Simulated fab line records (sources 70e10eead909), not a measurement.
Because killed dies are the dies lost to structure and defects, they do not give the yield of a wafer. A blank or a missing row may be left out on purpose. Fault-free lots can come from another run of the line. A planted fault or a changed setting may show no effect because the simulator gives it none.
Chamber matching	flow nand-harc	NHARC_HYBRID_BOND_ACTIVATE_00 on rie-diel-06 has 4 sister chambers
The step chemistry N2, time 60 s. 21 wafers are shown with their chamber, then 10 later ones without.

== WAFERS WITH THEIR CHAMBER ==
wafer	chamber	showerhead-plenum-p-Torr (Torr)	drypump-motor-current-A (A)	rf-vpp-V (V)
L869.3	3	1.69	6.0	65.4
L869.5	1	1.76	5.9	63.3
L869.6	2	1.83	5.2	64.4
L870.2	1	1.76	6.0	63.9
L870.3	0	1.66	5.6	63.0
L870.5	0	1.66	5.6	63.2
L872.2	1	1.76	5.9	63.5
L872.3	3	1.69	6.0	62.9
L872.5	0	1.66	5.6	63.6
L876.1	0	1.66	5.6	63.4
L876.4	3	1.68	6.0	62.8
L876.6	2	1.83	5.2	64.8
L880.3	2	1.83	5.2	63.0
L882.1	3	1.68	6.0	63.7
L882.3	0	1.66	5.6	63.5
L882.5	0	1.66	5.6	63.3
L885.1	3	1.68	6.0	63.3
L885.4	1	1.76	5.9	63.6
L885.6	1	1.76	6.0	62.4
L888.1	0	1.66	5.6	62.9
L888.4	3	1.68	6.0	63.1

SIGNATURES (means of the wafers above)
reading	chamber 0	chamber 1	chamber 2	chamber 3	scatter within a chamber
showerhead-plenum-p-Torr	1.6600	1.7600	1.8300	1.6833	0.0028
drypump-motor-current-A	5.600	5.940	5.200	6.000	0.0266
rf-vpp-V	63.271	63.340	64.067	63.533	0.693
Rule: distance of a wafer from a chamber = root of the sum over the readings of ((wafer's reading minus chamber's mean) / reading's scatter) squared. The wafer belongs to the nearest chamber; if the next one is less than 2 further off, it can't be placed. The scatter: the root of (the sum of the squares of (reading less its chamber's mean) over the shown wafers, divided by (wafers less chambers)).

== WAFERS WITHOUT THEIR CHAMBER ==
wafer	showerhead-plenum-p-Torr (Torr)	drypump-motor-current-A (A)	rf-vpp-V (V)
L888.5	1.83	5.2	63.8
L887.1	1.76	6.0	63.1
L887.3	1.68	6.0	63.6
L887.4	1.83	5.2	64.4
L892.1	1.68	6.0	63.1
L892.2	1.76	6.0	63.9
L892.5	1.83	5.2	65.0
L891.1	1.83	5.2	63.7
L891.5	1.83	5.2	65.8
L891.6	1.68	6.0	62.4

== THE CHAMBER EACH PASSED THROUGH ==
wafer	from the rows above	in truth
L888.5	2	2
L887.1	1	1
L887.3	3	3
L887.4	2	2
L892.1	3	3
L892.2	1	1
L892.5	2	2
L891.1	2	2
L891.5	2	2
L891.6	3	3
Correctly placed: 10 of 10. Number that these rows cannot place: 0. Placed wrongly: 0.
